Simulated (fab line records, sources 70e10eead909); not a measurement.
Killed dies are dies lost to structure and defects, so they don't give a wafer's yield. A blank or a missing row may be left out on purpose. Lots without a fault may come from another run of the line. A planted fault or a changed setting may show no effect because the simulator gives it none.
fab line records | flow nand_harc
record lots=24 wafers=72 last_day=25
route steps=1159 shown A_BLC@977 A_M0@1004 A_M1@1039
lots that met no fault: from a run of the same line without faults
start_h: hours from the record's first day to the start of the lot's first wafer shown | wait_h: hours since the lot's step before | " the same as in the row above | L1.1+2: a row that stands for several wafers | - no value, or no start given | * or withheld: withheld | < > ~ a bound
route shown NAME@n: a module of which the file shows steps, and the number in the route of the first | usual: mean/standard deviation of fault-free wafers | same: alike in all rows | chamber/n: place in a boat | sites: the reading at each site | _std_site: their standard deviation | _edge_site: outer sites' mean less inner sites' | radius_mm: how far each site lies from the wafer's centre | mask NAME#n: copy n | behind: the tool/chamber that last shaped the wafer | hold: why the lot was held/for how many hours/how that ended | device: the transistor (n, p or np) that didn't switch | end of line: the same wafers' tests at the end of the route | a step without rows: its recipe alone | killed: dies lost to structure and defects at the first sort, not the wafer's yield | map: a wafer's dies, x killed, . not, _ none there
set.NAME: the setting as run; set.NAME@STEP: as run at that earlier step | model.NAME: the simulator's own value behind a step, which no gauge read
steps of the route over a sample of lots; a table a step, a row a wafer
services: from which hour (start_h, from the record's first day; less than 0 if before it) a tool's chamber was out of use, for how many hours, and why
## steps
# step NHARC_A_BLC_DESCUM_15
# recipe time_s=3 o2_flow_sccm=200 ar_flow_sccm=0 bias_power_w=0 chemistry=O2
# usual drypump_motor_current_A=5.7/0.43 oes_product_au=1.000/0.011 rf_vpp_V=57.8/0.91 showerhead_plenum_p_Torr=1.92/0.073 throttle_valve_pct=11.312/0.0079
# columns lot.wafer tool chamber start_h wait_h drypump_motor_current_A oes_product_au rf_hours_counter_h rf_vpp_V showerhead_plenum_p_Torr throttle_valve_pct
L074.1 rie_diel-10 2 401.09 0.1 5.0 0.988 5 56.9 1.87 11.310
L074.2 " 3 " " 5.4 0.993 4 57.3 1.94 11.305
L074.6 " 3 " " 5.4 0.995 - 59.8 1.94 11.322
L075.2 rie_diel-10 2 409.71 0.1 5.0 0.988 5 56.4 1.87 11.312
L075.4 " 0 " " 5.7 1.020 4 57.2 1.80 11.321
L075.5 " 1 " " 5.7 1.009 - 57.4 1.92 11.326
L076.3 rie_diel-02 2 411.54 0.1 5.9 0.998 6 57.9 2.04 11.311
L076.1 " 0 " " 5.9 1.004 7 57.7 2.02 11.300
L076.6 " 2 " " 5.9 0.997 - 57.4 2.04 11.304
L077.4 rie_diel-10 3 414.04 0.1 5.4 1.001 6 57.1 1.94 11.308
L077.2 " 0 " " 5.7 1.014 5 57.0 1.80 11.307
L077.6 " 2 " " 5.0 0.991 - 58.0 1.87 11.311
L081.4 rie_diel-10 1 420.47 0.1 5.7 0.999 8 59.6 1.92 11.306
L081.2 " 2 " " 5.0 0.985 7 58.1 1.87 11.325
L081.5 " 1 " " 5.6 0.999 - 58.8 1.92 11.299
L078.1 rie_diel-10 2 427.15 0.1 5.0 0.999 9 57.5 1.87 11.308
L078.4 " 3 " " 5.4 1.011 8 58.8 1.94 11.323
L078.2 " 1 " " 5.6 1.002 9 57.1 1.92 11.316
L079.3 rie_diel-02 0 427.77 0.1 5.9 1.010 9 59.3 2.02 11.318
L079.1 " 1 " " 6.5 0.988 8 57.2 1.85 11.318
L079.6 " 3 " " 5.8 1.012 - 57.7 1.92 11.313
L082.4 rie_diel-02 3 452.71 0.1 5.8 1.017 11 59.3 1.92 11.309
L082.1 " 0 " " 5.9 1.022 11 58.4 2.02 11.308
L082.3 " 1 " " 6.5 0.976 11 56.8 1.85 11.305
L084.1 rie_diel-10 1 452.74 0.1 5.6 0.993 11 57.2 1.92 11.308
L084.2 " 2 " " 5.0 0.983 11 56.8 1.87 11.323
L084.6 " 1 " " 5.6 0.988 - 57.5 1.92 11.313
L080.1 rie_diel-10 2 457.82 0.1 5.0 0.987 11 58.7 1.87 11.318
L080.6 " 2 " " 5.0 0.979 - 59.3 1.87 11.301
L080.5 " 3 " " 5.4 0.995 - 57.3 1.94 11.320
L083.2 rie_diel-02 0 469.34 0.1 5.9 1.011 13 58.0 2.02 11.318
L083.4 " 1 " " 6.5 0.987 12 58.7 1.85 11.303
L083.3 " 3 " " 5.8 1.023 12 55.8 1.92 11.314
L085.1 rie_diel-10 2 471.05 0.1 4.9 0.993 12 58.2 1.87 11.304
L085.5 " 3 " " 5.4 0.984 - 57.4 1.94 11.298
L085.6 " 0 " " 5.7 1.002 - 58.0 1.80 11.305
L091.1 rie_diel-10 1 497.86 0.1 5.6 0.988 15 57.6 1.92 11.321
L091.3 " 3 " " 5.4 0.987 14 57.0 1.94 11.307
L091.5 " 1 " " 5.6 0.970 - 56.8 1.92 11.311
L087.3 rie_diel-02 3 498.03 0.1 5.8 1.018 16 58.4 1.92 11.328
L087.2 " 0 " " 5.9 1.014 16 59.3 2.01 11.324
L087.4 " 2 " " 5.9 1.007 15 59.2 2.03 11.306
L086.1 rie_diel-10 3 502.03 0.1 5.4 1.002 14 58.2 1.94 11.326
L086.2 " 0 " " 5.7 0.996 14 58.1 1.80 11.308
L086.4 " 1 " " 5.6 0.986 15 58.8 1.92 11.309
L088.3 rie_diel-02 2 502.90 0.1 6.0 1.000 15 58.2 2.03 11.318
L088.4 " 3 " " 5.8 1.018 16 57.8 1.92 11.324
L088.1 " 1 " " 6.5 0.980 16 57.9 1.85 11.305
L089.2 rie_diel-02 2 504.50 0.1 5.9 1.003 15 58.3 2.03 11.317
L089.4 " 1 " " 6.5 0.991 16 57.9 1.85 11.316
L089.6 " 2 " " 5.9 1.003 - 60.2 2.03 11.298
L090.1 rie_diel-02 1 514.72 0.1 6.5 0.988 0 56.8 1.85 11.313
L090.2 " 2 " " 6.0 1.008 0 58.0 2.03 11.313
L090.4 " 3 " " 5.8 0.994 0 57.4 1.92 11.325
L092.4 rie_diel-10 2 515.08 0.1 5.0 0.989 16 59.1 1.87 11.305
L092.2 " 3 " " 5.4 0.991 16 58.7 1.94 11.317
L092.5 " 0 " " 5.7 0.995 - 58.1 1.80 11.313
L094.1 rie_diel-02 0 522.49 0.1 5.9 1.026 1 59.1 2.01 11.311
L094.3 " 1 " " 6.5 0.996 1 57.7 1.85 11.319
L094.5 " 2 " " 5.9 1.012 - 57.4 2.03 11.295
L096.1 rie_diel-02 1 523.46 0.1 6.5 0.992 1 57.6 1.85 11.307
L096.5 " 1 " " 6.5 0.992 - 56.8 1.85 11.310
L096.6 " 2 " " 5.9 1.020 - 58.6 2.03 11.324
L093.2 rie_diel-02 2 525.53 0.1 5.9 1.000 2 59.5 2.03 11.307
L093.3 " 1 " " 6.5 0.990 2 57.7 1.85 11.319
L093.5 " 3 " " 5.8 1.007 - 57.9 1.92 11.312
L095.1 rie_diel-02 0 537.49 0.1 5.9 1.015 4 58.1 2.01 11.310
L095.4 " 2 " " 5.9 0.995 4 57.5 2.03 11.320
L095.6 " 3 " " 5.8 0.992 - 57.1 1.92 11.322
L097.2 rie_diel-04 3 537.91 0.2 5.6 1.011 23 56.0 1.77 11.301
L097.4 " 0 " " 6.7 1.008 23 55.6 1.92 11.315
L097.5 " 1 " " 4.7 0.994 - 57.6 1.89 11.321
# step NHARC_A_BLC_STRIP_21
# recipe o2_flow_sccm=500 ar_flow_sccm=0 bias_w=0 chemistry=O2
# usual drypump_motor_current_A=5.7/0.42 oes_product_au=0.999/0.012 rf_vpp_V=57.8/0.85 showerhead_plenum_p_Torr=3.52/0.13 throttle_valve_pct=17.036/0.0093
# same bias_w=0
# columns lot.wafer tool chamber start_h wait_h drypump_motor_current_A oes_product_au rf_hours_counter_h rf_vpp_V showerhead_plenum_p_Torr throttle_valve_pct
L074.1 rie_diel-02 1 402.24 0.1 6.5 0.979 6 56.2 3.43 17.029
L074.2 " 3 " " 5.8 1.007 6 58.5 3.54 17.021
L074.6 " 1 " " 6.5 0.986 - 58.3 3.43 17.032
L075.2 rie_diel-10 0 410.86 0.1 5.7 1.013 5 56.5 3.33 17.045
L075.4 " 1 " " 5.7 0.993 6 57.4 3.54 17.034
L075.5 " 3 " " 5.4 1.000 - 58.0 3.57 17.041
L076.1 rie_diel-04 3 412.69 0.1 5.6 1.006 40 57.3 3.31 17.038
L076.3 " 1 " " 4.7 1.001 42 58.2 3.50 17.031
L076.6 " 3 " " 5.6 1.000 - 58.2 3.31 17.040
L077.4 rie_diel-10 2 415.18 0.1 5.0 0.977 7 57.5 3.45 17.044
L077.2 " 3 " " 5.4 0.993 6 59.6 3.57 17.026
L077.6 " 3 " " 5.4 1.003 - 58.1 3.57 17.034
L081.2 rie_diel-10 0 421.69 0.1 5.7 1.018 6 56.7 3.33 17.038
L081.4 " 1 " " 5.6 0.999 8 58.8 3.54 17.036
L081.5 " 0 " " 5.7 1.010 - 59.0 3.33 17.046
L078.4 rie_diel-10 0 428.33 0.1 5.7 1.015 8 56.7 3.33 17.032
L078.2 " 1 " " 5.6 0.998 9 57.0 3.54 17.029
L078.1 " 2 " " 5.0 0.988 9 57.7 3.45 17.047
L079.3 rie_diel-10 1 428.94 0.1 5.6 0.990 9 56.6 3.54 17.027
L079.1 " 2 " " 5.0 0.984 9 57.9 3.45 17.029
L079.6 " 3 " " 5.4 1.000 - 57.1 3.57 17.052
L082.4 rie_diel-02 2 453.86 0.1 5.9 1.014 11 58.1 3.74 17.049
L082.3 " 3 " " 5.8 1.031 11 58.2 3.54 17.040
L082.1 " 0 " " 5.9 1.015 12 58.4 3.70 17.034
L084.1 rie_diel-10 1 454.02 0.1 5.7 0.993 11 57.6 3.54 17.056
L084.2 " 2 " " 5.0 0.994 11 57.7 3.45 17.029
L084.6 " 1 " " 5.7 0.988 - 59.1 3.54 17.040
L080.1 rie_diel-02 3 458.99 0.1 5.8 1.033 12 56.6 3.54 17.031
L080.5 " 1 " " 6.5 0.984 - 58.7 3.42 17.051
L080.6 " 2 " " 6.0 1.006 - 59.4 3.74 17.048
L083.2 rie_diel-10 3 470.49 0.1 5.4 0.996 12 58.3 3.57 17.042
L083.4 " 0 " " 5.7 1.007 11 56.7 3.33 17.036
L083.3 " 1 " " 5.7 0.993 13 58.3 3.54 17.017
L085.1 rie_diel-02 3 472.21 0.1 5.8 1.022 13 57.7 3.54 17.021
L085.5 " 0 " " 5.9 1.019 - 59.8 3.70 17.030
L085.6 " 1 " " 6.5 0.992 - 57.7 3.42 17.049
L091.1 rie_diel-10 1 499.01 0.1 5.6 0.978 15 56.8 3.54 17.037
L091.3 " 3 " " 5.4 0.993 14 57.8 3.57 17.023
L091.5 " 1 " " 5.7 0.981 - 56.4 3.54 17.032
L087.4 rie_diel-02 1 499.19 0.1 6.5 0.985 16 57.8 3.42 17.031
L087.2 " 2 " " 5.9 1.010 15 58.2 3.74 17.047
L087.3 " 3 " " 5.8 1.014 16 57.6 3.54 17.038
L086.1 rie_diel-10 3 503.17 0.1 5.4 0.983 15 59.0 3.57 17.025
L086.2 " 0 " " 5.7 0.994 14 58.0 3.33 17.021
L086.4 " 2 " " 5.0 0.979 14 57.9 3.45 17.043
L088.4 rie_diel-04 3 504.05 0.1 5.6 1.025 9 58.4 3.29 17.043
L088.3 " 1 " " 4.7 0.994 7 57.8 3.49 17.043
L088.1 " 2 " " 5.6 1.016 7 58.2 3.54 17.042
L089.4 rie_diel-10 3 505.64 0.1 5.4 0.997 15 58.0 3.57 17.026
L089.2 " 0 " " 5.7 1.005 15 57.6 3.33 17.044
L089.6 " 3 " " 5.4 0.998 - 57.7 3.57 17.026
L090.1 rie_diel-02 3 515.87 0.1 5.8 1.011 0 56.7 3.54 17.039
L090.4 " 1 " " 6.5 0.982 0 57.0 3.42 17.043
L090.2 " 2 " " 5.9 0.999 0 58.4 3.73 17.042
L092.4 rie_diel-02 0 516.21 0.1 5.9 1.013 0 58.5 3.70 17.030
L092.2 " 1 " " 6.5 0.987 0 57.8 3.42 17.034
L092.5 " 0 " " 5.9 1.018 - 58.4 3.70 17.014
L094.3 rie_diel-02 1 523.62 0.1 6.5 0.996 1 58.2 3.42 17.036
L094.1 " 2 " " 6.0 1.003 1 57.7 3.73 17.035
L094.5 " 2 " " 5.9 0.997 - 58.0 3.73 17.033
L096.1 rie_diel-10 0 524.65 0.1 5.7 0.998 17 56.9 3.33 17.044
L096.6 " 0 " " 5.7 1.001 - 56.8 3.33 17.033
L096.5 " 1 " " 5.6 1.001 - 58.2 3.54 17.026
L093.2 rie_diel-10 3 526.68 0.1 5.4 0.989 18 58.1 3.57 17.020
L093.3 " 1 " " 5.6 0.999 18 57.6 3.54 17.047
L093.5 " 3 " " 5.4 0.991 - 57.1 3.56 17.041
L095.4 rie_diel-02 2 539.04 0.1 5.9 1.008 4 57.5 3.73 17.049
L095.1 " 0 " " 5.9 1.007 4 59.5 3.70 17.034
L095.6 " 2 " " 5.9 0.999 - 57.7 3.73 17.048
L097.4 rie_diel-02 3 539.21 0.1 5.8 0.994 5 57.6 3.54 17.035
L097.2 " 1 " " 6.5 0.998 4 57.1 3.42 17.035
L097.5 " 2 " " 5.9 1.004 - 58.4 3.73 17.062
# step NHARC_A_BLC_PVD_32
# recipe target_thk_a=50 chamber_pressure_pa=5 power_w=5000 substrate_temp_c=200 time_s=17.7 material=Ti
# usual throttle_valve_pct=30.2/0.84
# columns lot.wafer tool chamber start_h wait_h throttle_valve_pct
L074.2 pvd_sputter-03 - - - 30.6
L074.1 " - " " 31.7
L074.6 " - " " 30.2
L075.4 pvd_sputter-02 - - - 30.7
L075.2 " - " " 30.1
L075.5 " - " " 31.3
L076.3 pvd_sputter-03 - - - 30.3
L076.1 " - " " 30.2
L076.6 " - " " 30.7
L077.4 pvd_sputter-03 - - - 29.1
L077.2 " - " " 30.6
L077.6 " - " " 29.4
L081.4 pvd_sputter-02 - - - 28.0
L081.2 " - " " 29.9
L081.5 " - " " 28.4
L078.2 pvd_sputter-02 - - - 28.4
L078.4 " - " " 30.3
L078.1 " - " " 31.4
L079.1 pvd_sputter-03 - - - 29.4
L079.3 " - " " 31.9
L079.6 " - " " 30.3
L082.3 pvd_sputter-01 - - - 30.3
L082.1 " - " " 30.6
L082.4 " - " " 29.3
L084.1 pvd_sputter-03 - - - 30.5
L084.2 " - " " 29.2
L084.6 " - " " 31.6
L080.1 pvd_sputter-01 - - - 30.6
L080.6 " - " " 30.3
L080.5 " - " " 29.0
L083.2 pvd_sputter-02 - - - 31.2
L083.3 " - " " 28.4
L083.4 " - " " 30.0
L085.1 pvd_sputter-02 - - - 31.0
L085.5 " - " " 30.1
L085.6 " - " " 31.0
L091.1 pvd_sputter-03 - - - 29.6
L091.3 " - " " 30.3
L091.5 " - " " 29.7
L087.4 pvd_sputter-02 - - - 28.2
L087.2 " - " " 30.2
L087.3 " - " " 30.6
L086.1 pvd_sputter-02 - - - 31.2
L086.2 " - " " 28.1
L086.4 " - " " 30.2
L088.4 pvd_sputter-01 - - - 30.4
L088.3 " - " " 30.2
L088.1 " - " " 29.4
L089.4 pvd_sputter-03 - - - 31.2
L089.2 " - " " 30.4
L089.6 " - " " 31.1
L090.2 pvd_sputter-03 - - - 29.6
L090.4 " - " " 31.0
L090.1 " - " " 30.6
L092.4 pvd_sputter-02 - - - 28.4
L092.2 " - " " 31.3
L092.5 " - " " 28.2
L094.1 pvd_sputter-01 - - - 30.3
L094.3 " - " " 30.4
L094.5 " - " " 30.4
L096.1 pvd_sputter-01 - - - 30.1
L096.5 " - " " 30.3
L096.6 " - " " 30.7
L093.3 pvd_sputter-01 - - - 30.2
L093.2 " - " " 29.6
L093.5 " - " " 30.1
L095.1 pvd_sputter-03 - - - 29.7
L095.4 " - " " 30.2
L095.6 " - " " 29.9
L097.4 pvd_sputter-02 - - - 31.1
L097.2 " - " " 28.3
L097.5 " - " " 31.1
# step NHARC_A_M0_CD_MEAS_09
# recipe target_cd_nm=80 landing_energy_ev=500
# usual cd_nm=80.3/0.98
# columns lot.wafer tool chamber start_h wait_h cd_nm
L074.1 cd_sem-02 0 410.94 - 80.4
L074.2 " 0 " " 79.2
L074.6 " 0 " " 80.6
L075.2 cd_sem-02 0 413.55 - 81.3
L075.4 " 0 " " 80.2
L075.5 " 0 " " 81.1
L076.1 cd_sem-01 0 415.27 - 78.5
L076.3 " 0 " " 79.0
L076.6 " 0 " " 78.8
L077.2 cd_sem-03 0 417.93 - 80.3
L077.4 " 0 " " 81.2
L077.6 " 0 " " 80.8
L081.2 cd_sem-02 0 427.18 - 79.2
L081.4 " 0 " " 79.9
L081.5 " 0 " " 80.9
L078.1 cd_sem-02 0 430.90 - 79.7
L078.2 " 0 " " 80.4
L078.4 " 0 " " 79.1
L079.1 cd_sem-02 0 431.49 - 80.0
L079.3 " 0 " " 80.2
L079.6 " 0 " " 80.0
L082.1 cd_sem-02 0 456.43 - 79.6
L082.3 " 0 " " 80.5
L082.4 " 0 " " 80.3
L084.1 cd_sem-02 0 456.82 - 79.6
L084.2 " 0 " " 77.4
L084.6 " 0 " " 79.5
L080.1 cd_sem-03 0 461.66 - 80.7
L080.5 " 0 " " 80.6
L080.6 " 0 " " 80.6
L083.2 cd_sem-01 0 477.39 - 79.8
L083.3 " 0 " " 79.9
L083.4 " 0 " " 80.6
L085.1 cd_sem-03 0 486.47 - 80.5
L085.5 " 0 " " 81.5
L085.6 " 0 " " 80.3
L091.1 cd_sem-03 0 503.50 - 80.6
L091.3 " 0 " " 80.7
L091.5 " 0 " " 81.9
L087.2 cd_sem-01 0 504.05 - 80.2
L087.3 " 0 " " 81.7
L087.4 " 0 " " 80.7
L086.1 cd_sem-03 0 505.97 - 80.0
L086.2 " 0 " " 77.8
L086.4 " 0 " " 79.7
L088.1 cd_sem-01 0 506.75 - 79.3
L088.3 " 0 " " 78.6
L088.4 " 0 " " 80.2
L089.2 cd_sem-01 0 511.68 - 79.9
L089.4 " 0 " " 79.9
L089.6 " 0 " " 81.2
L090.1 cd_sem-02 0 518.60 - 81.3
L090.2 " 0 " " 81.0
L090.4 " 0 " " 81.4
L092.2 cd_sem-03 0 519.35 - 81.7
L092.4 " 0 " " 82.6
L092.5 " 0 " " 81.2
L094.1 cd_sem-02 0 526.96 - 79.8
L094.3 " 0 " " 80.6
L094.5 " 0 " " 81.2
L096.1 cd_sem-03 0 527.85 - 79.1
L096.5 " 0 " " 77.9
L096.6 " 0 " " 80.3
L093.2 cd_sem-03 0 531.24 - 82.0
L093.3 " 0 " " 81.2
L093.5 " 0 " " 81.3
L095.1 cd_sem-03 0 542.85 - 82.0
L095.4 " 0 " " 82.1
L095.6 " 0 " " 80.2
L097.2 cd_sem-03 0 543.30 - 81.2
L097.4 " 0 " " 82.1
L097.5 " 0 " " 81.7
# step NHARC_A_M0_THK_MEAS_24
# recipe thk_meas_gauge=xrf
# usual thk_nm=113.3/1.5
# columns lot.wafer tool chamber start_h wait_h thk_nm
L074.1 film_metro-01 - 413.46 - 111.8
L074.2 " - " " 110.5
L074.6 " - " " 114.0
L075.2 film_metro-01 - 416.09 - 114.3
L075.4 " - " " 114.4
L075.5 " - " " 111.5
L076.1 film_metro-01 - 417.77 - 115.1
L076.3 " - " " 114.1
L076.6 " - " " 115.2
L077.2 film_metro-01 - 420.90 - 112.2
L077.4 " - " " 114.1
L077.6 " - " " 112.4
L081.2 film_metro-01 - 429.70 - 111.5
L081.4 " - " " 113.2
L081.5 " - " " 115.3
L078.1 film_metro-01 - 433.42 - 118.5
L078.2 " - " " 112.9
L078.4 " - " " 113.7
L079.1 film_metro-01 - 434.22 - 114.3
L079.3 " - " " 114.3
L079.6 " - " " 115.1
L082.1 film_metro-01 - 458.94 - 112.3
L082.3 " - " " 112.4
L082.4 " - " " 112.6
L084.1 film_metro-01 - 459.32 - 112.7
L084.2 " - " " 115.1
L084.6 " - " " 116.4
L080.1 film_metro-01 - 464.19 - 113.3
L080.5 " - " " 112.6
L080.6 " - " " 115.9
L083.2 film_metro-01 - 479.93 - 114.3
L083.3 " - " " 114.8
L083.4 " - " " 112.2
L085.1 film_metro-01 - 488.96 - 116.5
L085.5 " - " " 112.0
L085.6 " - " " 113.2
L091.1 film_metro-01 - 506.11 - 114.2
L091.3 " - " " 112.3
L091.5 " - " " 114.0
L087.2 film_metro-01 - 506.60 - 114.3
L087.3 " - " " 112.2
L087.4 " - " " 113.3
L086.1 film_metro-01 - 508.57 - 114.7
L086.2 " - " " 110.1
L086.4 " - " " 113.0
L088.1 film_metro-01 - 509.24 - 110.4
L088.3 " - " " 111.8
L088.4 " - " " 113.5
L089.2 film_metro-01 - 514.21 - 114.6
L089.4 " - " " 113.0
L089.6 " - " " 113.1
L090.1 film_metro-01 - 521.11 - 112.8
L090.2 " - " " 112.5
L090.4 " - " " 113.6
L092.2 film_metro-01 - 521.85 - 114.8
L092.4 " - " " 113.7
L092.5 " - " " 115.1
L094.1 film_metro-02 - 529.51 - 114.1
L094.3 " - " " 114.1
L094.5 " - " " 112.3
L096.1 film_metro-01 - 530.74 - 112.3
L096.5 " - " " 113.4
L096.6 " - " " 112.9
L093.2 film_metro-01 - 534.06 - 110.0
L093.3 " - " " 113.7
L093.5 " - " " 113.1
L095.1 film_metro-02 - 545.41 - 111.4
L095.4 " - " " 112.5
L095.6 " - " " 112.3
L097.2 film_metro-02 - 545.96 - 114.4
L097.4 " - " " 114.2
L097.5 " - " " 112.7
# step NHARC_A_M1_DESCUM_14
# recipe time_s=3 o2_flow_sccm=200 ar_flow_sccm=0 bias_power_w=0 chemistry=O2
# usual drypump_motor_current_A=5.8/0.47 oes_product_au=1.004/0.013 rf_vpp_V=57.7/0.94 showerhead_plenum_p_Torr=1.90/0.087 throttle_valve_pct=11.311/0.0089
# columns lot.wafer tool chamber start_h wait_h drypump_motor_current_A oes_product_au rf_hours_counter_h rf_vpp_V showerhead_plenum_p_Torr throttle_valve_pct
L074.1 rie_diel-07 1 415.21 0.1 6.0 0.989 0 57.4 1.83 11.314
L074.2 " 0 " " 5.6 0.976 0 58.3 1.91 11.315
L074.6 " 2 " " 6.1 0.999 - 57.5 1.92 11.304
L075.4 rie_diel-11 3 417.72 0.1 5.6 1.013 3 57.3 2.01 11.316
L075.2 " 0 " " 5.8 1.020 3 56.7 1.84 11.298
L075.5 " 1 " " 5.9 1.016 - 58.3 1.95 11.319
L076.1 rie_diel-07 1 419.68 0.1 6.0 0.984 0 57.9 1.83 11.312
L076.3 " 2 " " 6.1 0.991 0 59.5 1.92 11.295
L076.6 " 2 " " 6.1 0.993 - 58.0 1.92 11.321
L077.2 rie_diel-11 2 423.13 0.1 5.5 1.005 4 57.1 1.81 11.315
L077.4 " 1 " " 5.9 1.014 5 58.9 1.95 11.299
L077.6 " 3 " " 5.6 0.998 - 58.0 2.01 11.322
L081.4 rie_diel-08 0 431.45 0.1 6.2 0.989 3 59.6 2.06 11.325
L081.2 " 2 " " 5.4 0.999 3 57.3 1.80 11.314
L081.5 " 0 " " 6.2 0.990 - 59.1 2.06 11.319
L078.4 rie_diel-11 2 435.04 0.1 5.5 1.014 5 57.5 1.81 11.302
L078.2 " 3 " " 5.6 1.015 5 56.9 2.01 11.304
L078.1 " 1 " " 5.8 1.017 5 58.9 1.95 11.301
L079.1 rie_diel-11 1 435.85 0.1 5.9 1.013 5 58.5 1.95 11.310
L079.3 " 2 " " 5.5 1.011 5 56.2 1.81 11.318
L079.6 " 0 " " 5.8 1.021 - 56.1 1.84 11.313
L082.4 rie_diel-08 2 460.72 0.1 5.3 0.992 4 58.4 1.80 11.300
L082.3 " 3 " " 5.1 1.005 4 58.2 1.91 11.308
L082.1 " 1 " " 6.8 1.002 4 56.3 1.88 11.310
L084.1 rie_diel-08 0 461.47 0.1 6.2 0.976 4 58.3 2.06 11.293
L084.2 " 1 " " 6.9 0.994 4 57.9 1.88 11.323
L084.6 " 1 " " 6.8 0.988 - 58.3 1.88 11.304
L080.1 rie_diel-08 0 465.79 0.1 6.2 0.998 4 57.1 2.06 11.301
L080.6 " 0 " " 6.1 0.993 - 57.7 2.06 11.306
L080.5 " 1 " " 6.8 0.997 - 58.3 1.88 11.307
L083.2 rie_diel-11 3 481.89 0.1 5.6 1.009 8 58.5 2.01 11.316
L083.3 " 0 " " 5.9 1.008 8 57.0 1.84 11.310
L083.4 " 1 " " 5.9 1.013 9 56.5 1.95 11.319
L085.1 rie_diel-11 3 490.70 0.1 5.6 1.013 8 57.4 2.01 11.340
L085.5 " 3 " " 5.5 1.016 - 58.4 2.01 11.315
L085.6 " 0 " " 5.8 1.014 - 57.2 1.84 11.299
L091.3 rie_diel-08 0 507.86 0.1 6.2 0.976 0 57.4 2.06 11.310
L091.1 " 1 " " 6.8 0.998 0 57.6 1.88 11.323
L091.5 " 3 " " 5.1 0.984 - 57.7 1.91 11.313
L087.3 rie_diel-11 1 508.61 0.1 5.8 1.015 10 56.3 1.95 11.300
L087.2 " 2 " " 5.5 1.015 10 55.5 1.81 11.321
L087.4 " 3 " " 5.6 1.013 9 57.9 2.01 11.306
L086.1 rie_diel-08 1 510.36 0.1 6.8 1.002 0 57.4 1.88 11.303
L086.2 " 2 " " 5.4 0.998 1 56.8 1.80 11.314
L086.4 " 0 " " 6.2 0.991 0 59.1 2.06 11.323
L088.4 rie_diel-08 3 511.04 0.1 5.2 1.016 1 57.9 1.91 11.308
L088.3 " 0 " " 6.1 1.005 0 60.1 2.06 11.312
L088.1 " 1 " " 6.8 1.008 1 57.5 1.88 11.313
L089.2 rie_diel-08 3 515.99 0.1 5.1 1.015 1 56.7 1.91 11.307
L089.4 " 1 " " 6.8 1.009 1 57.7 1.88 11.301
L089.6 " 2 " " 5.3 1.007 - 56.5 1.80 11.303
L090.1 rie_diel-11 2 523.17 0.1 5.5 1.016 11 56.8 1.81 11.319
L090.4 " 3 " " 5.6 1.007 10 58.1 2.01 11.307
L090.2 " 0 " " 5.8 1.016 11 57.9 1.84 11.309
L092.4 rie_diel-11 3 523.59 0.1 5.6 1.007 10 57.9 2.01 11.321
L092.2 " 1 " " 5.8 1.020 11 57.9 1.95 11.310
L092.5 " 0 " " 5.8 1.019 - 56.4 1.84 11.317
L094.1 rie_diel-11 2 531.29 0.1 5.5 1.015 11 55.9 1.81 11.303
L094.3 " 3 " " 5.6 1.003 10 58.8 2.01 11.313
L094.5 " 1 " " 5.9 1.018 - 57.0 1.95 11.326
L096.1 rie_diel-07 2 532.39 0.1 6.0 1.004 9 58.0 1.92 11.295
L096.5 " 3 " " 6.3 1.024 - 56.9 1.78 11.314
L096.6 " 0 " " 5.6 0.988 - 56.8 1.90 11.313
L093.3 rie_diel-08 3 535.96 0.1 5.2 0.993 1 58.5 1.91 11.309
L093.2 " 0 " " 6.2 0.973 1 60.4 2.06 11.314
L093.5 " 0 " " 6.2 0.978 - 58.8 2.06 11.311
L095.4 rie_diel-08 0 547.03 0.1 6.2 0.975 1 59.0 2.06 11.309
L095.1 " 2 " " 5.4 1.010 2 56.7 1.80 11.321
L095.6 " 3 " " 5.1 0.998 - 56.6 1.91 11.317
L097.4 rie_diel-08 3 547.71 0.1 5.2 0.998 1 59.3 1.91 11.324
L097.2 " 1 " " 6.8 0.987 1 58.4 1.88 11.303
L097.5 " 2 " " 5.4 1.012 - 57.1 1.80 11.307
## services
# columns tool chamber start_h hours kind
pvd_sputter-03 - 389.57 1.7 repair
pvd_sputter-02 - 395.21 10.0 pm
rie_diel-04 - 398.54 0.6 repair
rie_diel-07 - 405.20 9.0 pm
rie_diel-08 0 408.98 2.5 repair
rie_diel-04 - 410.76 0.4 repair
rie_diel-04 - 419.95 9.6 repair
rie_diel-07 3 430.88 7.1 repair
rie_diel-07 2 432.46 5.2 repair
rie_diel-04 0 440.68 14.4 repair
rie_diel-07 3 451.75 2.3 repair
rie_diel-04 3 452.35 4.6 repair
pvd_sputter-03 - 458.00 10.0 pm
pvd_sputter-02 - 465.80 1.1 repair
rie_diel-04 - 467.57 9.0 pm
rie_diel-08 - 478.85 9.0 pm
rie_diel-11 3 485.16 3.7 repair
rie_diel-10 - 493.04 1.1 repair
pvd_sputter-03 - 494.74 2.8 repair
rie_diel-02 - 505.00 9.0 pm
pvd_sputter-03 - 517.47 1.9 repair
rie_diel-10 - 530.52 9.0 pm
pvd_sputter-01 - 537.83 10.0 pm
rie_diel-11 - 543.50 9.0 pm
## key
fault none
